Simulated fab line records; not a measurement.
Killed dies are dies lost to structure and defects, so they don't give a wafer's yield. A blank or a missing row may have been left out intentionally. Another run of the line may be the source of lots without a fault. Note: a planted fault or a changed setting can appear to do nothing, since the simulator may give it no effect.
Chamber matching :: flow n5-finfet :: N5_BEOL_M4_DESCUM_16 on rie-diel-01: 4 sister chambers
The step chemistry O2, time 7 s. 14 wafers are shown with their chamber, then 7 later ones without.

EACH WAFER AND ITS CHAMBER
wafer: L074.1
chamber: 2
throttle-valve-pct (%): 20.66
showerhead-plenum-p-Torr (Torr): 2.18
drypump-motor-current-A (A): 5.9

wafer: L074.4
chamber: 2
throttle-valve-pct (%): 20.65
showerhead-plenum-p-Torr (Torr): 2.18
drypump-motor-current-A (A): 5.9

wafer: L074.5
chamber: 1
throttle-valve-pct (%): 20.09
showerhead-plenum-p-Torr (Torr): 2.12
drypump-motor-current-A (A): 5.5

wafer: L084.1
chamber: 2
throttle-valve-pct (%): 20.69
showerhead-plenum-p-Torr (Torr): 2.17
drypump-motor-current-A (A): 5.9

wafer: L084.4
chamber: 0
throttle-valve-pct (%): 20.69
showerhead-plenum-p-Torr (Torr): 2.03
drypump-motor-current-A (A): 5.5

wafer: L084.5
chamber: 3
throttle-valve-pct (%): 19.95
showerhead-plenum-p-Torr (Torr): 2.04
drypump-motor-current-A (A): 6.1

wafer: L082.2
chamber: 1
throttle-valve-pct (%): 20.13
showerhead-plenum-p-Torr (Torr): 2.11
drypump-motor-current-A (A): 5.5

wafer: L082.4
chamber: 0
throttle-valve-pct (%): 20.69
showerhead-plenum-p-Torr (Torr): 2.03
drypump-motor-current-A (A): 5.5

wafer: L082.5
chamber: 2
throttle-valve-pct (%): 20.70
showerhead-plenum-p-Torr (Torr): 2.17
drypump-motor-current-A (A): 5.9

wafer: L087.3
chamber: 1
throttle-valve-pct (%): 20.12
showerhead-plenum-p-Torr (Torr): 2.11
drypump-motor-current-A (A): 5.6

wafer: L087.5
chamber: 3
throttle-valve-pct (%): 19.94
showerhead-plenum-p-Torr (Torr): 2.04
drypump-motor-current-A (A): 6.1

wafer: L087.6
chamber: 2
throttle-valve-pct (%): 20.71
showerhead-plenum-p-Torr (Torr): 2.17
drypump-motor-current-A (A): 5.9

wafer: L090.1
chamber: 3
throttle-valve-pct (%): 19.94
showerhead-plenum-p-Torr (Torr): 2.04
drypump-motor-current-A (A): 6.1

wafer: L090.4
chamber: 0
throttle-valve-pct (%): 20.70
showerhead-plenum-p-Torr (Torr): 2.03
drypump-motor-current-A (A): 5.5

SIGNATURES, as means of the wafers listed above
reading: throttle-valve-pct
chamber 0: 20.6933
chamber 1: 20.1133
chamber 2: 20.6820
chamber 3: 19.9433
scatter within a chamber: 0.0192

reading: showerhead-plenum-p-Torr
chamber 0: 2.0300
chamber 1: 2.1133
chamber 2: 2.1740
chamber 3: 2.0400
scatter within a chamber: 0.00432

reading: drypump-motor-current-A
chamber 0: 5.500
chamber 1: 5.533
chamber 2: 5.900
chamber 3: 6.100
scatter within a chamber: 0.0258
Rule: a wafer lies at a distance from a chamber equal to the root of the sum of squares, over the readings, of (its reading less the chamber's mean, divided by the reading's scatter). If the next closest chamber is less than 2 further off than the closest, the wafer can't be placed; otherwise it belongs to the closest. The scatter is the square root of a quotient: the sum, over the shown wafers, of each reading's squared deviation from its chamber's mean, divided by wafers minus chambers.

WAFERS WITH NO CHAMBER GIVEN
wafer: L090.5
throttle-valve-pct (%): 19.94
showerhead-plenum-p-Torr (Torr): 2.04
drypump-motor-current-A (A): 6.1

wafer: L096.1
throttle-valve-pct (%): 20.15
showerhead-plenum-p-Torr (Torr): 2.10
drypump-motor-current-A (A): 5.5

wafer: L096.3
throttle-valve-pct (%): 19.98
showerhead-plenum-p-Torr (Torr): 2.03
drypump-motor-current-A (A): 6.1

wafer: L096.5
throttle-valve-pct (%): 20.73
showerhead-plenum-p-Torr (Torr): 2.16
drypump-motor-current-A (A): 5.9

wafer: L095.3
throttle-valve-pct (%): 20.15
showerhead-plenum-p-Torr (Torr): 2.10
drypump-motor-current-A (A): 5.5

wafer: L095.5
throttle-valve-pct (%): 19.99
showerhead-plenum-p-Torr (Torr): 2.03
drypump-motor-current-A (A): 6.1

wafer: L095.6
throttle-valve-pct (%): 20.71
showerhead-plenum-p-Torr (Torr): 2.16
drypump-motor-current-A (A): 5.9

CHAMBER TAKEN BY EACH
wafer: L090.5
from the rows above: 3
in truth: 3

wafer: L096.1
from the rows above: 1
in truth: 1

wafer: L096.3
from the rows above: 3
in truth: 3

wafer: L096.5
from the rows above: 2
in truth: 2

wafer: L095.3
from the rows above: 1
in truth: 1

wafer: L095.5
from the rows above: 3
in truth: 3

wafer: L095.6
from the rows above: 2
in truth: 2
Correct placement for 7 of the 7. Number that these rows cannot place: 0. 0 placed wrongly.
